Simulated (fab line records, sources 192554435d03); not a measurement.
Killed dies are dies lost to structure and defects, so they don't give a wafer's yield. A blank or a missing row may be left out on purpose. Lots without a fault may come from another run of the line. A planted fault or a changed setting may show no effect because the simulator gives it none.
One fault seen from 3 desks | flow n5_finfet | each desk has only its own numbers; what lay behind them comes last

THE TOOL OWNER'S DESK: rie_diel-01
The tool's own readings at N5_BEOL_M2_ETCH_70 (etches SOC in N2/H2, target depth 80 nm, overetch 24 nm, time 130 s): means of the sampled wafers that have a number, for each lot that ran on this tool. A lot is out of limits, marked OUT, if its mean lies more than 4 standard deviations from the usual mean; the brackets give that distance.
Columns: A = drypump_motor_current_A at N5_BEOL_M2_ETCH_70, usual 5.5 A; B = oes_product_au at N5_BEOL_M2_ETCH_70, usual 0.58 a.u.; C = rf_fwd_power_W at N5_BEOL_M2_ETCH_70, usual 836.0 W; D = rf_vpp_V at N5_BEOL_M2_ETCH_70, usual 523.7 V; E = showerhead_plenum_p_Torr at N5_BEOL_M2_ETCH_70, usual 2.54 Torr; F = temp_c at N5_BEOL_M2_ETCH_70, usual 40.00 C; G = throttle_valve_pct at N5_BEOL_M2_ETCH_70, usual 17.79 %
lot  | first seen here | A   | B    | C               | D               | E    | F     | G
L886 | day 7 21:26     | 5.7 | 0.56 | 834.8           | 525.8           | 2.61 | 40.01 | 17.82
L890 | day 9 00:04     | 5.8 | 0.60 | 636.4 (-77) OUT | 573.9 (+19) OUT | 2.55 | 39.96 | 17.68
L891 | day 9 01:12     | 5.7 | 0.55 | 632.1 (-78) OUT | 575.6 (+19) OUT | 2.61 | 40.07 | 17.84
This desk's finding: out of limits on L890, L891; first on L890, day 9 00:04 (rf_fwd_power_W at N5_BEOL_M2_ETCH_70). In limits: L886.

THE METROLOGY DESK
What the gauges read, lot by lot, whatever tool the lot ran on: means of the sampled wafers that have a number. A lot is out of limits, marked OUT, if its mean lies more than 4 standard deviations from the usual mean; the brackets give that distance. Of its 12 readings 7 are shown: those that lie furthest out on some lot.
Columns: A = cd_nm at N5_BEOL_M2_CD_MEAS_28, usual 26.25 nm; B = DIBL_P at N5_BEOL_M4_RC_MEAS_101, usual 36.3 mV/V; C = ION_N at N5_BEOL_M4_RC_MEAS_101, usual 672 uA/um; D = ION_P at N5_BEOL_M4_RC_MEAS_101, usual 463 uA/um; E = SS_N at N5_BEOL_M4_RC_MEAS_101, usual 71.5 mV/dec; F = VT_N at N5_BEOL_M4_RC_MEAS_101, usual 251 mV; G = VT_P at N5_BEOL_M4_RC_MEAS_101, usual -250 mV
lot  | first seen here | A     | B    | C   | D   | E    | F   | G
L881 | day 7 01:49     | 26.10 | 35.1 | 658 | 461 | 71.3 | 255 | -249
L886 | day 7 16:19     | 26.65 | 36.3 | 675 | 470 | 71.4 | 250 | -247
L890 | day 8 16:32     | 26.35 | 32.6 | 652 | 460 | 70.9 | 256 | -247
L891 | day 9 00:36     | 26.47 | 38.2 | 668 | 450 | 72.3 | 251 | -252
L895 | day 10 03:44    | 26.06 | 36.3 | 677 | 465 | 71.4 | 250 | -249
L896 | day 10 17:40    | 26.24 | 34.9 | 684 | 475 | 71.6 | 250 | -245
This desk's finding: nothing out of limits on any of the 6 lots.

THE DEFECT DESK
What the inspections along the route counted, lot by lot: means of the sampled wafers that have a number. A lot is out of limits, marked OUT, if its mean lies more than 4 standard deviations from the usual mean; the brackets give that distance.
Columns: A = raw_defect_count at N5_BEOL_M2_INSPECT_30, usual 422
lot  | first seen here | A
L881 | day 7 01:54     | 405
L886 | day 7 16:24     | 391
L890 | day 8 16:37     | 466
L891 | day 9 00:41     | 361
L895 | day 10 03:50    | 395
L896 | day 10 17:45    | 394
This desk's finding: nothing out of limits on any of the 6 lots.

PUT TOGETHER
The tool owner's desk could have raised an alarm at day 9 00:04, on L890, L891.
The metrology desk saw nothing out of limits.
The defect desk saw nothing out of limits.
The metrology desk has L890, L891 on record, within its limits.
The defect desk has L890, L891 on record, within its limits.
Of the lots named, all ran N5_BEOL_M2_ETCH_70 on rie_diel-01.

WHAT THE SIMULATOR HAD PUT IN
Process parameter drift: rie_diel-01, from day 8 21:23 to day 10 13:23, at N5_BEOL_M2_ETCH_70. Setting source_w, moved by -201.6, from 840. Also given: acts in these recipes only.
Lots struck among those shown: L890, L891.
Hours from the fault's start to each desk's first reading out of limits: the tool owner's desk, 3.
